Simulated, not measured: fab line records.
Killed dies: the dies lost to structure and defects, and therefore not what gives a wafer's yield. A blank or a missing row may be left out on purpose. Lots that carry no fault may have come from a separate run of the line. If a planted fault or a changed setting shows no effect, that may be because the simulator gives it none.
Code-filled problem report in 8D (eight disciplines) form :: flow n5_finfet :: the parts of the form that need people (team, actions taken, sign-off) are left out

1. WHAT WENT WRONG
killed_at_M4_up at N5_PASSIVATION_PROBE_49 reads a mean of 56 on 2 wafers of 2 lots; wafers without a fault read 12 with a standard deviation of 4.4. Relative to the usual mean, that is a shift of +9.9 standard deviations.
Earliest sighting: wafer L183.2 on prober-01 at day 14 13:14. Wafers with a number at this step in the record: 7, from 3 lots. The rule behind "out" and "out of limits": a value lying over 4 standard deviations away from the usual mean. Any other wafer with a number is counted as sound.

2. WHAT IT IS, WHAT IT ISN'T
question: which readings at this step
is: killed_at_M4_up
is not: killed_at_M0_to_M3, killed_at_contacts, killed_at_front_end, killed_at_other, killed_open, killed_short, sort_bin_4_leakage, sort_bin_8_speed

question: which lots
is: L183, L189
is not: L201

question: which wafers of those lots
is: L183.2, L189.5
is not: L183.4, L183.6, L189.1, L189.6

question: read on which tools
is: prober-01, prober-02
is not: -

question: when
is: from day 14 13:14
is not: up to then (0 sound wafers); but 5 sound wafers of L183, L189, L201 came after

3. THE SUSPECTS, EACH WITH WHAT RULES IT OUT
Counting: a tool at a process step up to the reading stays a suspect if it ran every lot that is out. Sound lots after the first of them don't rule it out here, since some wafers of a struck lot are sound.
- ecd_cu-02 at N5_BEOL_M14_ECD_47 (material Cu, target thk 1248 nm): kept. It ran every lot that is out, first L183 (day 13 16:49).
- rie_diel-01 at N5_PASSIVATION_DESCUM_12 (chemistry O2, time 7.9 s): kept. It ran every lot that is out, first L183 (day 14 06:36).
- rie_diel-01 at N5_PASSIVATION_VIA_ETCH_13 (etches SiO2 in CHF3/O2, target depth 660 nm, time 330 s): kept. It ran every lot that is out, first L183 (day 14 06:46).
- Within rie_diel-01 at N5_PASSIVATION_DESCUM_12: the wafers that are out ran in chambers 1, 3; their sound lot-mates ran in chambers 0, 2.
- Within rie_diel-01 at N5_PASSIVATION_VIA_ETCH_13: the wafers that are out ran in chambers 1, 3; their sound lot-mates ran in chambers 0, 2.
The count leaves ecd_cu-02 at N5_BEOL_M14_ECD_47, rie_diel-01 at N5_PASSIVATION_DESCUM_12, and rie_diel-01 at N5_PASSIVATION_VIA_ETCH_13.

4. THE CAUSE (what the simulator had put in)
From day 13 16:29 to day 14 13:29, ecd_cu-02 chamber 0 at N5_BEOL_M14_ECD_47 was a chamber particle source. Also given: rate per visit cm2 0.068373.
This tool is one of the 3 suspects left after counting.

5. THE EFFECT CHAIN, in route order
One row per reading whose mean, taken over the struck wafers that have a number, lies over 3 standard deviations from the usual. Scope: only readings with a usual standard deviation given in the record; hours: median across lots of the time from each lot's start at the first step in this table that gives one to its start at this step; sigmas: change in usual standard deviations.
hours: 0
step: N5_PASSIVATION_PROBE_49
reading: killed_at_M4_up
usual: 12
on struck wafers: 56
change: +44
sigmas: +9.9
Process steps it contains:
- N5_PASSIVATION_PROBE_49

6. WHAT WOULD HAVE CAUGHT IT SOONER
In this record no reading fell out of limits until day 14 13:14, 21 hours after the fault had begun at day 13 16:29.
By day 14 13:14, every lot that is out (2) had started N5_BEOL_M14_ECD_47 on ecd_cu-02. A hold on the tool at that time would have spared none of them.
